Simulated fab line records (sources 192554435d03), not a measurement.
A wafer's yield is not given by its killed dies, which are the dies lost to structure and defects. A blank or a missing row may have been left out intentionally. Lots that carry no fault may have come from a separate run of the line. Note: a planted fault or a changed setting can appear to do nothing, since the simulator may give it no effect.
Chamber matching || flow n5-finfet || 4 sister chambers for N5_FIN_CUT_ETCH_20 on rie-diel-03
The step etches SiARC in CF4, target depth 26 nm, time 43.3 s. 4 wafers are shown with their chamber, then 6 later ones without.

== EACH WAFER AND ITS CHAMBER ==
{"wafer": "L404.5", "chamber": 1, "throttle-valve-pct (%)": 15.81}
{"wafer": "L408.1", "chamber": 2, "throttle-valve-pct (%)": 15.46}
{"wafer": "L409.1", "chamber": 3, "throttle-valve-pct (%)": 15.69}
{"wafer": "L409.3", "chamber": 0, "throttle-valve-pct (%)": 15.62}

== WAFERS WHOSE CHAMBER IS MISSING ==
{"wafer": "L409.4", "throttle-valve-pct (%)": 15.31}
{"wafer": "L413.1", "throttle-valve-pct (%)": 15.33}
{"wafer": "L413.2", "throttle-valve-pct (%)": 15.68}
{"wafer": "L413.6", "throttle-valve-pct (%)": 15.64}
{"wafer": "L420.1", "throttle-valve-pct (%)": 15.37}
{"wafer": "L421.1", "throttle-valve-pct (%)": 15.66}

== THE CHAMBER EACH PASSED THROUGH ==
{"wafer": "L409.4", "from the rows above": "can't be placed: 2 or 0", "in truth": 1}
{"wafer": "L413.1", "from the rows above": "can't be placed: 2 or 0", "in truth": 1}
{"wafer": "L413.2", "from the rows above": "can't be placed: 3 or 0 or 1", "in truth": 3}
{"wafer": "L413.6", "from the rows above": "can't be placed: 0 or 3 or 1 or 2", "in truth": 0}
{"wafer": "L420.1", "from the rows above": "can't be placed: 2 or 0", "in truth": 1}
{"wafer": "L421.1", "from the rows above": "can't be placed: 3 or 0 or 1 or 2", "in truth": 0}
Correctly placed: 0 of 6. Unplaceable from these rows: 6, with the true chamber sitting among the candidates in 3. Number placed wrongly: 0.
How it was worked out, from the rows above alone: a wafer's distance from a chamber is the root of the sum, over the readings, of the square of ((its reading less the chamber's mean) divided by the reading's scatter). The wafer belongs to the nearest chamber; if the next one is less than 2 further off, it can't be placed. Each chamber's mean is taken over the wafers shown for it. The scatter: root of mean squared gap, hidden wafer to nearest shown wafer, with one shown wafer a chamber.
